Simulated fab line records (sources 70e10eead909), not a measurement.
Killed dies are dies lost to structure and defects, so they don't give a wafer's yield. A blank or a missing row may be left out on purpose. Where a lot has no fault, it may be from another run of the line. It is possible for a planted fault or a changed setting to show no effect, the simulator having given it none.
Chamber matching -- flow nandHarc -- rieDiel-11 running NHARC_A_STAIRCASE_TRIM_196: 4 sister chambers
The step chemistry O2, time 211.2 s. 16 wafers are shown with their chamber, then 8 later ones without.

## EACH WAFER AND ITS CHAMBER
wafer,chamber,drypumpMotorCurrentA (A),showerheadPlenumPTorr (Torr),oesProductAu (a.u.)
L074.1,1,6.4,3.63,0.987
L074.2,3,5.4,3.41,0.981
L074.3,2,5.6,3.34,1.003
L077.2,1,6.4,3.63,1.002
L077.3,3,5.4,3.41,0.987
L077.5,1,6.4,3.63,0.997
L080.1,3,5.4,3.41,0.991
L080.2,0,6.1,3.47,0.978
L080.4,1,6.4,3.62,1.015
L078.2,2,5.6,3.34,1.005
L078.4,3,5.3,3.41,0.983
L078.5,0,6.1,3.47,0.976
L086.1,3,5.3,3.40,0.990
L086.2,0,6.1,3.46,0.977
L086.3,2,5.6,3.33,1.015
L089.2,1,6.4,3.61,0.994

SIGNATURES (means of the wafers above)
reading,chamber 0,chamber 1,chamber 2,chamber 3,scatter within a chamber
drypumpMotorCurrentA,6.100,6.400,5.600,5.360,0.0316
showerheadPlenumPTorr,3.4667,3.6240,3.3367,3.4080,0.00667
oesProductAu,0.97700,0.99900,1.00767,0.98640,0.00706
Rule: for a wafer and a chamber, the distance is found by dividing, reading by reading, the gap between the wafer's reading and the chamber's mean by the reading's scatter, squaring, summing and taking the root. If the next closest chamber is less than 2 further off than the closest, the wafer can't be placed; otherwise it belongs to the closest. The scatter: the root of (the sum of the squares of (reading less its chamber's mean) over the shown wafers, divided by (wafers less chambers)).

## WAFERS MISSING THEIR CHAMBER
wafer,drypumpMotorCurrentA (A),showerheadPlenumPTorr (Torr),oesProductAu (a.u.)
L089.3,6.1,3.46,0.991
L089.5,6.4,3.61,0.994
L090.1,5.6,3.32,0.995
L090.4,6.4,3.61,0.990
L090.5,6.1,3.46,0.980
L096.1,6.2,3.45,0.992
L096.5,6.4,3.60,1.002
L096.6,5.7,3.32,0.998

## WHICH CHAMBER EACH WENT THROUGH
wafer,from the rows above,in truth
L089.3,0,0
L089.5,1,1
L090.1,2,2
L090.4,1,1
L090.5,0,0
L096.1,0,0
L096.5,1,1
L096.6,2,2
Correctly placed: 8 of 8. Number that these rows cannot place: 0. 0 placed wrongly.
